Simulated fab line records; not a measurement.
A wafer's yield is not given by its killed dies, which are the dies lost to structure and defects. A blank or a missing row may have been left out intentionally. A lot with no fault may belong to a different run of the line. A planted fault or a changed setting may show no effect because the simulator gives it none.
Which tool is to blame? | flow n5_finfet | 9 lots with 27 wafers sampled at 8 steps, on a route of 1938 steps

== WHAT THE GAUGES SHOWED, per wafer ==
N5_DUMMY_GATE_INSPECT_27: inspects for defects (brightfield). Usual: raw_defect_count 313, standard deviation 73.
lot  | measured    | on                | raw_defect_count | flag
L794 | day 4 12:39 | defect_inspect-02 | 472 448 277      |
L797 | day 5 08:53 | defect_inspect-02 | 355 337 285      |
L801 | day 6 08:20 | defect_inspect-01 | 266 285 246      |
L802 | day 6 12:17 | defect_inspect-01 | 322 465 273      |
L804 | day 6 21:58 | defect_inspect-01 | 250 218 229      |
L807 | day 7 22:53 | defect_inspect-02 | 851 850 813      | OFF
L808 | day 7 23:41 | defect_inspect-01 | 260 183 198      |
L809 | day 8 10:03 | defect_inspect-02 | 763 739 696      | OFF
L811 | day 8 20:04 | defect_inspect-02 | 370 438 249      |

N5_SPACER0_INSPECT_04: inspects for defects (darkfield). Usual: raw_defect_count 142, standard deviation 33.
lot  | measured    | on                | raw_defect_count | flag
L794 | day 4 13:16 | defect_inspect-02 | 185 198 136      |
L797 | day 5 09:41 | defect_inspect-02 | 139 192 134      |
L801 | day 6 09:56 | defect_inspect-02 | 105 101 102      |
L802 | day 6 12:53 | defect_inspect-01 | 141 168 128      |
L804 | day 6 22:34 | defect_inspect-02 | 87 105 93        |
L807 | day 7 23:29 | defect_inspect-02 | 661 695 668      | OFF
L808 | day 8 00:17 | defect_inspect-01 | 132 83 114       |
L809 | day 8 11:46 | defect_inspect-02 | 660 617 589      | OFF
L811 | day 8 21:38 | defect_inspect-02 | 163 165 128      |

N5_SD_EPI_N_INSPECT_11: inspects for defects (macro). Usual: raw_defect_count 1.9, standard deviation 1.4.
lot  | measured    | on                | raw_defect_count | flag
L794 | day 4 13:35 | defect_inspect-01 | 0 0 2            |
L797 | day 5 10:09 | defect_inspect-02 | 4 3 1            |
L801 | day 6 10:23 | defect_inspect-01 | 2 1 4            |
L802 | day 6 13:13 | defect_inspect-02 | 5 2 0            |
L804 | day 6 22:54 | defect_inspect-02 | 1 1 2            |
L807 | day 7 23:56 | defect_inspect-02 | >300 >300 >300   | OFF
L808 | day 8 00:37 | defect_inspect-02 | 3 1 3            |
L809 | day 8 12:06 | defect_inspect-02 | >300 >300 >300   | OFF
L811 | day 8 22:06 | defect_inspect-02 | 1 4 1            |

N5_SD_EPI_N_INSPECT_26: inspects for defects (darkfield). Usual: raw_defect_count 209, standard deviation 41.
lot  | measured    | on                | raw_defect_count | flag
L794 | day 4 18:38 | defect_inspect-01 | 277 243 201      |
L797 | day 5 14:52 | defect_inspect-02 | 244 260 200      |
L801 | day 6 14:45 | defect_inspect-02 | 174 150 179      |
L802 | day 6 17:16 | defect_inspect-02 | 171 252 200      |
L804 | day 7 04:40 | defect_inspect-02 | 119 172 214      |
L807 | day 8 03:55 | defect_inspect-01 | 805 817 778      | OFF
L808 | day 8 04:55 | defect_inspect-01 | 245 140 173      |
L809 | day 8 16:52 | defect_inspect-01 | 753 671 673      | OFF
L811 | day 9 02:06 | defect_inspect-01 | 227 243 220      |

== WHAT TOOL EACH LOT RAN ON (gives the tool, then ch and the chambers of the sampled wafers, and finally the start) ==
lot  | N5_DUMMY_GATE_ETCH_29             | N5_DUMMY_GATE_ETCH_32           | N5_DUMMY_GATE_STRIP_48            | N5_SPACER0_ALD_07
L794 | rie_diel-03 ch 0,1,2, day 4 11:34 | rie_si-05 ch 0,2, day 4 12:10   | rie_diel-03 ch 0,3, day 4 12:28   | ald_sin-01 ch 0,1,2, day 4 12:41
L797 | rie_diel-04 ch 0,2,3, day 5 07:39 | rie_si-05 ch 0,1,3, day 5 08:24 | rie_diel-03 ch 0,2,3, day 5 08:42 | ald_sin-01 ch 2,3, day 5 09:07
L801 | rie_diel-01 ch 2,3, day 6 07:01   | rie_si-06 ch 1,2, day 6 07:47   | rie_diel-01 ch 0,2,3, day 6 08:08 | ald_sin-01 ch 2,3, day 6 09:22
L802 | rie_diel-04 ch 1,3, day 6 10:44   | rie_si-05 ch 0,1,3, day 6 11:43 | rie_diel-04 ch 0,1,3, day 6 12:06 | ald_sin-03 ch 0,1,2, day 6 12:20
L804 | rie_diel-04 ch 1,3, day 6 20:52   | rie_si-02 ch 1,3, day 6 21:28   | rie_diel-04 ch 0,1, day 6 21:47   | ald_sin-03 ch 1,2,3, day 6 22:00
L807 | rie_diel-04 ch 1,3, day 7 21:47   | rie_si-05 ch 0,2, day 7 22:23   | rie_diel-01 ch 2,3, day 7 22:42   | ald_sin-04 ch 0,2,3, day 7 22:55
L808 | rie_diel-01 ch 1,2,3, day 7 22:31 | rie_si-02 ch 1,2,3, day 7 23:12 | rie_diel-01 ch 0,1,2, day 7 23:30 | ald_sin-04 ch 0,2,3, day 7 23:43
L809 | rie_diel-04 ch 0,1,3, day 8 08:58 | rie_si-05 ch 0,2,3, day 8 09:34 | rie_diel-04 ch 0,1,2, day 8 09:52 | ald_sin-01 ch 1,2,3, day 8 11:12
L811 | rie_diel-03 ch 2,3, day 8 18:43   | rie_si-02 ch 0,1,3, day 8 19:28 | rie_diel-01 ch 0,1,3, day 8 19:53 | ald_sin-01 ch 0,1,3, day 8 21:05
- N5_DUMMY_GATE_ETCH_29: etches underlayer in N2/H2, target depth 13 nm.
- N5_DUMMY_GATE_ETCH_32: etches SiO2 in CF4, target depth 3.5 nm, time 3.9 s.
- N5_DUMMY_GATE_STRIP_48: strips in N2/H2, time 20 s.
- N5_SPACER0_ALD_07: deposits SiNx, target thk 2 nm.

== AS READ BY THE TOOLS THEMSELVES (means over the sampled wafers that have a number; for cases with no such wafer, the mark the record gives instead) ==
N5_DUMMY_GATE_ETCH_29. Usual: bias_w 150.0 W, standard deviation 0.45; drypump_motor_current_A 5.8 A, standard deviation 0.63; oes_product_au 0.75 a.u., standard deviation 0.082; rf_vpp_V 523.7 V, standard deviation 2.9; showerhead_plenum_p_Torr 2.54 Torr, standard deviation 0.1; throttle_valve_pct 17.90 %, standard deviation 0.23.
lot  | tool        | bias_w (W) | drypump_motor_current_A (A) | oes_product_au (a.u.) | rf_vpp_V (V) | showerhead_plenum_p_Torr (Torr) | throttle_valve_pct (%) | flag
L794 | rie_diel-03 | 150.2      | 5.6                         | 0.75                  | 524.6        | 2.55                            | 17.86                  |
L797 | rie_diel-04 | 150.0      | 6.1                         | 0.73                  | 523.8        | 2.53                            | 17.91                  |
L801 | rie_diel-01 | 149.6      | 6.5                         | 0.73                  | 522.6        | 2.49                            | 18.07                  |
L802 | rie_diel-04 | 150.0      | 6.3                         | 0.70                  | 521.8        | 2.48                            | 17.77                  |
L804 | rie_diel-04 | 150.3      | 5.9                         | 0.69                  | 523.2        | 2.54                            | 17.91                  |
L807 | rie_diel-04 | 149.9      | 5.8                         | 0.89                  | 523.2        | 2.53                            | 17.65                  |
L808 | rie_diel-01 | 149.7      | 5.8                         | 0.82                  | 523.4        | 2.52                            | 17.92                  |
L809 | rie_diel-04 | 150.0      | 5.9                         | 0.81                  | 524.1        | 2.55                            | 17.80                  |
L811 | rie_diel-03 | 150.6      | 5.8                         | 0.79                  | 525.0        | 2.58                            | 17.91                  |

N5_DUMMY_GATE_ETCH_32. Usual: bias_w 399.8 W, standard deviation 1.3; drypump_motor_current_A 5.8 A, standard deviation 0.51; oes_product_au 1.002 a.u., standard deviation 0.016; throttle_valve_pct 21.85 %, standard deviation 0.16.
lot  | tool      | bias_w (W) | drypump_motor_current_A (A) | oes_product_au (a.u.) | throttle_valve_pct (%) | flag
L794 | rie_si-05 | 400.5      | 6.1                         | 1.005                 | 21.92                  |
L797 | rie_si-05 | 398.9      | 5.7                         | 0.997                 | 21.87                  |
L801 | rie_si-06 | 399.6      | 5.7                         | 1.000                 | 21.72                  |
L802 | rie_si-05 | 400.7      | 5.6                         | 1.003                 | 21.87                  |
L804 | rie_si-02 | 399.4      | 6.2                         | 0.974                 | 21.77                  |
L807 | rie_si-05 | 399.3      | 6.1                         | 1.008                 | 21.92                  |
L808 | rie_si-02 | 400.1      | 6.3                         | 0.994                 | 21.92                  |
L809 | rie_si-05 | 399.2      | 5.8                         | 1.005                 | 21.87                  |
L811 | rie_si-02 | 399.6      | 5.7                         | 1.006                 | 21.76                  |

N5_DUMMY_GATE_STRIP_48. Usual: drypump_motor_current_A 5.8 A, standard deviation 0.64; oes_product_au 0.77 a.u., standard deviation 0.1; rf_vpp_V 45.2 V, standard deviation 0.85; showerhead_plenum_p_Torr 3.37 Torr, standard deviation 0.13; temp_c 39.98 C, standard deviation 0.12; throttle_valve_pct 12.24 %, standard deviation 0.27.
lot  | tool        | drypump_motor_current_A (A) | oes_product_au (a.u.) | rf_vpp_V (V) | showerhead_plenum_p_Torr (Torr) | temp_c (C) | throttle_valve_pct (%) | flag
L794 | rie_diel-03 | 5.6                         | 0.73                  | 43.9         | 3.23                            | 39.92      | 12.15                  |
L797 | rie_diel-03 | 5.7                         | 0.73                  | 45.6         | 3.26                            | 40.00      | 12.28                  |
L801 | rie_diel-01 | 6.2                         | 0.83                  | 45.2         | 3.40                            | 39.90      | 12.11                  |
L802 | rie_diel-04 | 5.9                         | 0.73                  | 46.0         | 3.40                            | 40.00      | 12.31                  |
L804 | rie_diel-04 | 5.4                         | 0.75                  | 45.6         | 3.49                            | 40.02      | 12.42                  |
L807 | rie_diel-01 | 6.4                         | 0.71                  | 44.9         | 3.30                            | 40.01      | 12.45                  |
L808 | rie_diel-01 | 5.7                         | 0.86                  | 45.2         | 3.45                            | 40.02      | 12.15                  |
L809 | rie_diel-04 | 5.6                         | 0.81                  | 44.5         | 3.43                            | 39.98      | 12.24                  |
L811 | rie_diel-01 | 5.6                         | 0.89                  | 45.3         | 3.43                            | 39.96      | 11.96                  |

N5_SPACER0_ALD_07. Usual: chamber_pressure_Torr 2.000 Torr, standard deviation 0.0043; heater_power_w 849 W, standard deviation 67.
lot  | tool       | chamber_pressure_Torr (Torr) | heater_power_w (W) | flag
L794 | ald_sin-01 | 1.998                        | 878                |
L797 | ald_sin-01 | 2.006                        | 884                |
L801 | ald_sin-01 | 1.997                        | 876                |
L802 | ald_sin-03 | 1.999                        | 839                |
L804 | ald_sin-03 | 1.998                        | 890                |
L807 | ald_sin-04 | 2.000                        | 848                |
L808 | ald_sin-04 | 2.001                        | 858                |
L809 | ald_sin-01 | 2.000                        | 827                |
L811 | ald_sin-01 | 1.998                        | 828                |

== THE ANSWER, worked out from the rows above alone ==
Rule: lot off if the mean of its wafers having a number is beyond 3 standard deviations from the usual mean. A lot without any number at a reading at which 4 lots or more have one is off too. The other lots that the step has rows for count as sound. The gauges are gone through in route order, then the tools' own readings, and for those a lot's mean is taken as printed above. The first step at which some lot is off is used, and at that step the reading that is off furthest; a lot without a number counts as furthest.
Off: L807, L809 (N5_DUMMY_GATE_INSPECT_27, raw_defect_count).
A tool fits if, at a process step before that reading, it ran every lot that is off, and no sound lot after the first of them. The gauges at N5_DUMMY_GATE_INSPECT_27 aren't tried: what is off there is off at N5_SD_EPI_N_INSPECT_26 too, on other tools, and a gauge's error can't cause that. 2 tools fit, rie_diel-04 at N5_DUMMY_GATE_ETCH_29 and rie_si-05 at N5_DUMMY_GATE_ETCH_32, so this cannot tell which one it is.

== WHAT THE SIMULATOR HAD PUT IN ==
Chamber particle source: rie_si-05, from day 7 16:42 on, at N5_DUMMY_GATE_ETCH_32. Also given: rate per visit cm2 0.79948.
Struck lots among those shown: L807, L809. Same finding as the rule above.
